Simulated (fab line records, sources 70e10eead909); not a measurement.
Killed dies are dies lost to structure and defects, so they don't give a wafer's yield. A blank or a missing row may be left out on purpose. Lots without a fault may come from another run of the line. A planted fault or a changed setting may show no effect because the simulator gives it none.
Chamber matching | flow nand_harc | NHARC_A_CHANNEL_FILL_D1_ALD_16 on ald_hk-04: 4 sister chambers
The step deposits SiO2, target thk 1.5 nm, pulse time 10 s, ald cycles 15. 8 wafers are shown with their chamber, then 11 later ones without.

WAFERS WITH THEIR CHAMBER
wafer  | chamber | heater_power_w (W) | precursor_pulse_height_rel
L082.5 | 0       | 447                | 0.993
L086.6 | 3       | 468                | 1.019
L089.2 | 1       | 402                | 1.026
L089.5 | 2       | 547                | 1.020
L090.2 | 1       | 402                | 1.030
L090.3 | 3       | 472                | 1.007
L090.4 | 0       | 430                | 1.000
L091.1 | 2       | 548                | 1.008

WAFERS WITHOUT THEIR CHAMBER
wafer  | heater_power_w (W) | precursor_pulse_height_rel
L091.2 | 436                | 1.011
L091.6 | 552                | 1.016
L092.1 | 438                | 1.014
L092.3 | 401                | 0.978
L092.5 | 402                | 0.969
L095.2 | 399                | 1.010
L095.4 | 429                | 0.990
L095.5 | 549                | 1.046
L097.3 | 406                | 0.996
L097.4 | 567                | 1.020
L097.6 | 389                | 1.000

WHICH CHAMBER EACH WENT THROUGH
wafer  | from the rows above     | in truth
L091.2 | 0                       | 0
L091.6 | 2                       | 2
L092.1 | 0                       | 0
L092.3 | can't be placed: 0 or 1 | 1
L092.5 | can't be placed: 0 or 1 | 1
L095.2 | 1                       | 1
L095.4 | 0                       | 0
L095.5 | 2                       | 2
L097.3 | can't be placed: 1 or 0 | 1
L097.4 | 2                       | 2
L097.6 | 1                       | 1
Placed correctly: 8 of 11. Can't be placed from these rows: 3 (the true chamber is among the candidates in 3). Placed wrongly: 0.
How it was worked out, from the rows above alone: a wafer's distance from a chamber is the root of the sum, over the readings, of the square of ((its reading less the chamber's mean) divided by the reading's scatter). The wafer belongs to the nearest chamber; if the next one is less than 2 further off, it can't be placed. A chamber's mean is the mean of its shown wafers. The scatter: the root of (the sum of the squares of (reading less its chamber's mean) over the shown wafers, divided by (wafers less chambers)).
